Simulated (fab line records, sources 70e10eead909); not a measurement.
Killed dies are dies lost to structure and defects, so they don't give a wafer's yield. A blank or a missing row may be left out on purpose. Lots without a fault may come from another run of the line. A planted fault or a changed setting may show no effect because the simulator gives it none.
fab line records | flow nand_harc
record lots=6 wafers=18 last_day=22
route steps=1159 shown P_ZERO_WELL@52 END@1159
lots that met no fault: from a run of the same line without faults
start_h: hours from the record's first day to the start of the lot's first wafer shown | wait_h: hours since the lot's step before | " the same as in the row above | L1.1+2: a row that stands for several wafers | - no value, or no start given | * or withheld: withheld | < > ~ a bound
route shown NAME@n: a module of which the file shows steps, and the number in the route of the first | usual: mean/standard deviation of fault-free wafers | same: alike in all rows | chamber/n: place in a boat | sites: the reading at each site | _std_site: their standard deviation | _edge_site: outer sites' mean less inner sites' | radius_mm: how far each site lies from the wafer's centre | mask NAME#n: copy n | behind: the tool/chamber that last shaped the wafer | hold: why the lot was held/for how many hours/how that ended | device: the transistor (n, p or np) that didn't switch | end of line: the same wafers' tests at the end of the route | a step without rows: its recipe alone | killed: dies lost to structure and defects at the first sort, not the wafer's yield | map: a wafer's dies, x killed, . not, _ none there
set.NAME: the setting as run; set.NAME@STEP: as run at that earlier step | model.NAME: the simulator's own value behind a step, which no gauge read
lots at some steps of the route; a table a step, a row a wafer
services: from which hour (start_h, from the record's first day; less than 0 if before it) a tool's chamber was out of use, for how many hours, and why
## steps
# step NHARC_P_ZERO_WELL_HMDS_45
# recipe time_s=30
# step NHARC_P_ZERO_WELL_COAT_46
# recipe spin_rpm=withheld
# step NHARC_P_ZERO_WELL_SOFTBAKE_47
# recipe temp_c=122 time_s=95
# step NHARC_P_ZERO_WELL_EBR_48
# step NHARC_P_ZERO_WELL_EXPOSE_49
# recipe na=0.6 target_cd_nm=2000 dose_mj=22.64 mask_id=P_HVPW
# step NHARC_P_ZERO_WELL_PEB_50
# recipe peb_temp_c=118 peb_time_s=85
# step NHARC_P_ZERO_WELL_DEVELOP_51
# recipe time_s=70
# step NHARC_P_ZERO_WELL_CD_MEAS_52
# recipe target_cd_nm=2000 landing_energy_ev=500
# usual cd_nm=1999.5/1.2
# columns lot.wafer tool chamber start_h wait_h cd_nm
L772.1 cd_sem-01 0 53.91 - 2000.1
L772.4 " 0 " " 2000.9
L772.5 " 0 " " 2000.8
L773.2 cd_sem-03 0 59.74 - 2000.2
L773.4 " 0 " " 1997.1
L773.6 " 0 " " 1999.7
L778.3 cd_sem-03 0 89.66 - 1999.8
L778.4 " 0 " " 2000.6
L778.5 " 0 " " 2000.2
L780.4 cd_sem-03 0 101.94 - 1998.4
L780.5 " 0 " " 1998.9
L780.6 " 0 " " 1998.6
L781.2 cd_sem-01 0 107.61 - 1997.9
L781.4 " 0 " " 2000.6
L781.5 " 0 " " 1999.3
L786.4 cd_sem-03 0 137.88 - 1999.9
L786.5 " 0 " " 1997.9
L786.6 " 0 " " 1998.4
# step NHARC_P_ZERO_WELL_HARDBAKE_53
# recipe temp_c=125 time_s=80
# step NHARC_P_ZERO_WELL_DESCUM_54
# recipe time_s=3 o2_flow_sccm=200 ar_flow_sccm=0 bias_power_w=0 chemistry=O2
# usual drypump_motor_current_A=5.8/0.56 mfc_ar_sccm=0.005/0.0067 o2_flow_sccm=200.0/0.64 oes_product_au=1.003/0.0086 rf_vpp_V=58.0/0.9 showerhead_plenum_p_Torr=1.94/0.071 throttle_valve_pct=11.310/0.0089
# columns lot.wafer tool chamber start_h wait_h drypump_motor_current_A mfc_ar_sccm o2_flow_sccm oes_product_au rf_hours_counter_h rf_vpp_V showerhead_plenum_p_Torr throttle_valve_pct
L772.4 rie_diel-05 0 54.09 - 5.6 0.004 200.5 1.007 3.6 57.4 1.88 11.321
L772.1 " 1 " " 6.2 0 199.4 0.993 3.8 58.8 1.91 11.311
L772.5 " 0 " " 5.7 0.004 200.5 1.005 - 58.5 1.88 11.313
L773.4 rie_diel-10 3 59.93 - 6.8 0.013 199.6 1.007 5.7 57.9 1.85 11.306
L773.2 " 0 " " 5.6 0.017 199.2 1.003 4.8 58.6 1.90 11.328
L773.6 " 2 " " 5.1 0.011 200.4 0.992 - 58.1 1.90 11.312
L778.3 rie_diel-06 2 89.83 - 5.7 0 199.1 0.993 0.5 58.4 1.85 11.318
L778.4 " 1 " " 4.8 0.009 200.9 1.006 0.7 57.8 1.95 11.307
L778.5 " 2 " " 5.7 0 199.8 1.002 - 56.9 1.85 11.305
L780.4 rie_diel-05 0 102.10 - 5.7 0.004 200.4 1.018 6.5 57.4 1.88 11.322
L780.5 " 3 " " 6.1 0 199.5 1.004 - 58.4 2.04 11.302
L780.6 " 0 " " 5.7 0.004 200.3 1.014 - 57.2 1.88 11.305
L781.4 rie_diel-10 2 107.77 - 5.1 0.011 200.7 0.988 8.9 57.5 1.90 11.303
L781.2 " 3 " " 6.8 0.013 200.2 0.994 9.4 58.0 1.85 11.303
L781.5 " 2 " " 5.1 0.011 200.4 0.990 - 57.7 1.90 11.307
L786.5 rie_diel-05 0 138.08 - 5.7 0.004 199.8 1.013 - 57.1 1.88 11.323
L786.4 " 2 " " 5.2 0 199.8 1.014 - 58.3 2.04 11.303
L786.6 " 3 " " 6.1 0 200.5 1.003 - 58.7 2.04 11.295
# step NHARC_P_ZERO_WELL_IMPLANT_55
# recipe energy_kev=180 dose_cm2=8e+11 tilt_deg=7
# step NHARC_P_ZERO_WELL_IMPLANT_61
# recipe energy_kev=30 dose_cm2=5e+11 tilt_deg=7
# step NHARC_P_ZERO_WELL_STRIP_56
# recipe time_s=840 temp_c=130 chemistry=SPM
# usual bath_guard_temp_C=130.0/0.49 bath_heat_duty_pct=15.0/1.5
# columns lot.wafer tool chamber start_h wait_h bath_guard_temp_C bath_heat_duty_pct
L772.1 wet_bench-02 2 54.63 0.2 - -
L772.4 " 3 " " - -
L772.5 " 6 " " - -
L773.2 wet_bench-02 3 60.44 0.2 - -
L773.4 " 6 " " - -
L773.6 " 7 " " - -
L778.5 wet_bench-06 3 90.39 0.1 131.0 14.6
L778.4 " 4 " " 130.0 13.3
L778.3 " 5 " " 130.0 16.4
L780.6 wet_bench-06 5 102.65 0.1 130.5 15.7
L780.4 " 7 " " 130.0 12.2
L780.5 " 1 " " 130.1 17.5
L781.5 wet_bench-09 2 108.31 0.1 130.7 14.9
L781.2 " 5 " " 129.7 16.4
L781.4 " 7 " " 130.9 15.3
L786.5 wet_bench-02 5 138.61 0.1 129.7 13.5
L786.6 " 7 " " 129.6 15.7
L786.4 " 1 " " 130.1 14.5
# step NHARC_P_ZERO_WELL_PRECLEAN_68
# recipe time_s=60 temp_c=50 bath_age_min=0 chemistry=SC1
# step NHARC_END_SORT_01
# recipe temp_c=25
# usual killed_at_array=28/10 killed_at_other=0.6/0.85 killed_at_periphery=3.3/2.3 killed_dies=32/11 killed_open=3.3/1.5 killed_short=2.1/1.4
# same gross_dies=677
# columns lot.wafer tool chamber start_h wait_h killed_at_array killed_at_other killed_at_periphery killed_dies killed_open killed_short
L773.2 prober-02 0 482.64 2.8 31 4 6 41 7 3
L773.4 prober-02 0 484.23 3.4 24 2 2 28 2 1
L773.6 prober-02 0 485.81 4.0 37 3 3 43 2 1
L778.3 prober-01 0 508.60 3.1 43 2 2 47 2 3
L778.4 prober-01 0 509.40 3.4 36 0 2 38 3 0
L778.5 prober-01 0 510.19 3.7 40 1 4 45 3 2
L780.4 prober-02 0 515.78 3.4 13 0 1 14 3 1
L780.5 prober-02 0 516.58 3.7 10 1 4 15 2 2
L780.6 prober-02 0 517.37 4.0 19 1 1 21 5 2
# killed by level:class
L773.2 A_SLIT:chamber_film_flake=13 A_STAIRCASE:chamber_film_flake=8 THIN_TSV:chamber_film_flake=4 A_CHANNEL_FILL_D1:geometric_particle:open=2 A_CONTACT:geometric_particle:open=2 P_GATE:chamber_film_flake=2 A_CONTACT:chamber_film_flake=2 P_STI:geometric_particle:open=1
L773.4 A_SLIT:chamber_film_flake=11 A_STAIRCASE:chamber_film_flake=5 A_CHANNEL_HOLE_D1:chamber_film_flake=2 A_CONTACT:chamber_film_flake=2 THIN_TSV:chamber_film_flake=2 A_SOURCE_PLATE:geometric_particle:short=1 A_ONON_D1:geometric_particle:open=1 A_CONTACT:geometric_particle:open=1
L773.6 A_SLIT:chamber_film_flake=15 A_STAIRCASE:chamber_film_flake=9 A_CHANNEL_HOLE_D1:chamber_film_flake=5 P_GATE:chamber_film_flake=3 A_CONTACT:chamber_film_flake=3 THIN_TSV:chamber_film_flake=3 A_BLC:geometric_particle:open=2 A_SLIT:geometric_particle:short=1
L778.3 A_CHANNEL_HOLE_D1:chamber_film_flake=18 A_SLIT:chamber_film_flake=17 A_BLC:chamber_film_flake=4 THIN_TSV:chamber_film_flake=2 P_CONTACT:geometric_particle:open=1 P_M1:geometric_particle:short=1 A_ONON_D1:geometric_particle:short=1 A_BLC:geometric_particle:short=1
L778.4 A_SLIT:chamber_film_flake=17 A_CHANNEL_HOLE_D1:chamber_film_flake=14 P_CONTACT:geometric_particle:open=2 A_CONTACT:chamber_film_flake=2 A_BLC:chamber_film_flake=2 A_CONTACT:geometric_particle:open=1
L778.5 A_SLIT:chamber_film_flake=16 A_CHANNEL_HOLE_D1:chamber_film_flake=12 A_CONTACT:chamber_film_flake=5 A_BLC:chamber_film_flake=3 A_M0:geometric_particle:short=2 P_STI:chamber_film_flake=2 P_CONTACT:geometric_particle:open=1 P_M0:geometric_particle:open=1
L780.4 A_CHANNEL_HOLE_D1:chamber_film_flake=6 A_CONTACT:geometric_particle:open=2 A_CONTACT:chamber_film_flake=2 A_CHANNEL_FILL_D1:geometric_particle:open=1 A_WL_FILL:geometric_particle:short=1 P_GATE:chamber_film_flake=1 A_WL_FILL:chamber_film_flake=1
L780.5 A_CHANNEL_HOLE_D1:chamber_film_flake=6 A_CONTACT:chamber_film_flake=3 P_STI:geometric_particle:open=1 P_CONTACT:geometric_particle:open=1 A_M0:geometric_particle:short=1 STARTING-WAFER:geometric_particle:short=1 P_STI:chamber_film_flake=1 P_M0:chamber_film_flake=1
L780.6 A_CHANNEL_HOLE_D1:chamber_film_flake=7 A_WL_FILL:chamber_film_flake=3 A_M0:geometric_particle:open=2 A_CONTACT:chamber_film_flake=2 A_ONON_D1:geometric_particle:short=1 A_STAIRCASE:geometric_particle:open=1 A_WL_FILL:geometric_particle:open=1 A_CONTACT:geometric_particle:open=1
## services
# columns tool chamber start_h hours kind
rie_diel-10 0 33.00 - clean
rie_diel-10 1 33.00 - clean
rie_diel-10 2 33.00 - clean
rie_diel-05 0 44.60 - clean
rie_diel-05 1 44.60 - clean
rie_diel-05 2 44.60 - clean
rie_diel-05 3 44.60 - clean
rie_diel-05 2 58.96 4.0 repair
rie_diel-06 - 64.20 9.0 pm
rie_diel-05 0 69.11 - clean
rie_diel-05 1 69.11 - clean
rie_diel-05 2 69.11 - clean
rie_diel-05 3 69.11 - clean
rie_diel-05 0 93.61 - clean
rie_diel-05 1 93.61 - clean
rie_diel-05 2 93.61 - clean
rie_diel-05 3 93.61 - clean
wet_bench-09 - 112.80 8.0 pm
rie_diel-05 0 118.11 - clean
rie_diel-05 1 118.11 - clean
rie_diel-05 2 118.11 - clean
rie_diel-05 3 118.11 - clean
wet_bench-06 - 129.60 8.0 pm
rie_diel-05 1 133.10 7.0 repair
## key
first_sign step=NHARC_P_ZERO_WELL_STRIP_56 reading=tool_record direction=missing
effect none on later readings
met_at NHARC_P_ZERO_WELL_STRIP_56
struck_wafers L772.1,L772.4,L772.5,L773.2,L773.4,L773.6
tester_left_out L772,L773
fault kind=skipped_step_whole tool=wet_bench-02 chamber=- onset_h=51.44 steps=NHARC_P_ZERO_WELL_STRIP_56 scope=struck_lots_only
# tester_left_out: of these lots the tester's yield and bins aren't shown, on N5 and GAA mostly nor the transistor test; their killed dies are dies lost to structure and defects alone, not to doping, threshold or leakage, so they don't give the yield
